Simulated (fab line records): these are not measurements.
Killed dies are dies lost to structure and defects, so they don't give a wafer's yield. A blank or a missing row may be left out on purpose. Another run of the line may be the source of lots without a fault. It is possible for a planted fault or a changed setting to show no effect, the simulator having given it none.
A struck lot beside a sound one | flow nand harc | 14 out of 1302 route steps
Sound: wafers L859.4, L859.5, L859.6. Struck: wafer L850.3 (L850.1, L850.2, from the same lot, were not struck and are left out); the cause is given at the end.
Order at every step that has rows: each side's tool, ch and its chambers, its first start. Under that, the readings that differ: sound wafers | struck wafers | difference of the means | sigmas: that difference in standard deviations of wafers without a fault.
alike: a reading whose means differ by less than 2 such deviations, as well as words and numbers matching on both sides. not compared: withheld readings; readings where some wafer has no value; bounds like >300 that might hide an equal value; numbers whose values overlap and for which the record gives no deviation.
The two part at a step that has a row with sigmas, a row that says differs or no value, or rows on one side only. Numbers that have no deviation but don't overlap get no sigmas and don't part them. A reading that every wafer of one side lacks parts them only if that side has two wafers or more.

NHARC_A_ZERO_WELL_INSPECT_17:
  sound on defect inspect-02, day 12 23:40; struck on defect inspect-02, day 9 08:18
  alike: raw defect count
then, 3 steps without rows for these wafers: NHARC_A_SOURCE_PLATE_PRECLEAN_00 (cleans in HF-LAST, time 60 s); NHARC_A_SOURCE_PLATE_SRD_01; NHARC_A_SOURCE_PLATE_OXIDE_02 (material SiO2, target thk 10 nm, ox time 1362 s).
NHARC_A_SOURCE_PLATE_THK_MEAS_09: measures by ellipsometry.
  sound on film metro-02, day 13 07:28; struck on film metro-02, day 9 15:10
  alike: thk nm
then, 3 steps without rows for these wafers: NHARC_A_SOURCE_PLATE_PVD_04 (deposits WSi2, target thk 50 nm); NHARC_A_SOURCE_PLATE_CVD_03 (deposits poly-Si, target thk 200 nm, time 4000 s); NHARC_A_SOURCE_PLATE_ANNEAL_05 (time 1800 s).
NHARC_A_SOURCE_PLATE_THK_MEAS_06: measures by ellipsometry.
  sound on film metro-01, day 13 20:03; struck on film metro-02, day 10 03:48
  alike: thk nm
NHARC_A_SOURCE_PLATE_INSPECT_08:
  sound on defect inspect-01, day 13 20:07; struck on defect inspect-01, day 10 03:52
  alike: raw defect count
NHARC_A_ONON_D1_DEP_00: target thk 1000 nm.
  sound on pecvd onon-04 ch 0, day 13 20:22; struck on pecvd onon-01 ch 0, day 10 03:56
  alike: n2 flow sccm, nh3 flow sccm, susceptor temp C
NHARC_A_ONON_D1_THK_MEAS_02: measures by ellipsometry.
  sound on film metro-01, day 13 20:41; struck on film metro-02, day 10 04:26
  reading     | sound       | struck | difference | sigmas
  thk nm (nm) | 994 993 993 | 1159   | +166       | +17
after that, 1 step with no rows for these wafers: NHARC_A_ONON_D1_DEP_03 (target thk 1000 nm).
-- jump in the record: it breaks off in module A_ONON_D1 and resumes in module END (first step shown: number 1302 of the route), and 16 days separate the struck wafers' starts before and after --
NHARC_END_SORT_01:
  sound on prober-01 ch 0, day 30 10:31; struck on prober-01 ch 0, day 26 12:10
  reading         | sound | struck | difference | sigmas
  killed at array | 37    | 673    | +636       | +40
  killed dies     | 47    | 677    | +630       | +39
  killed open     | 7     | 2      | -5         | -3
  alike: killed at other, killed at periphery, killed short

== WHERE THEY PART ==
First at NHARC_A_ONON_D1_THK_MEAS_02; last, within this record, at NHARC_END_SORT_01.

WHY: what had been put in by the simulator
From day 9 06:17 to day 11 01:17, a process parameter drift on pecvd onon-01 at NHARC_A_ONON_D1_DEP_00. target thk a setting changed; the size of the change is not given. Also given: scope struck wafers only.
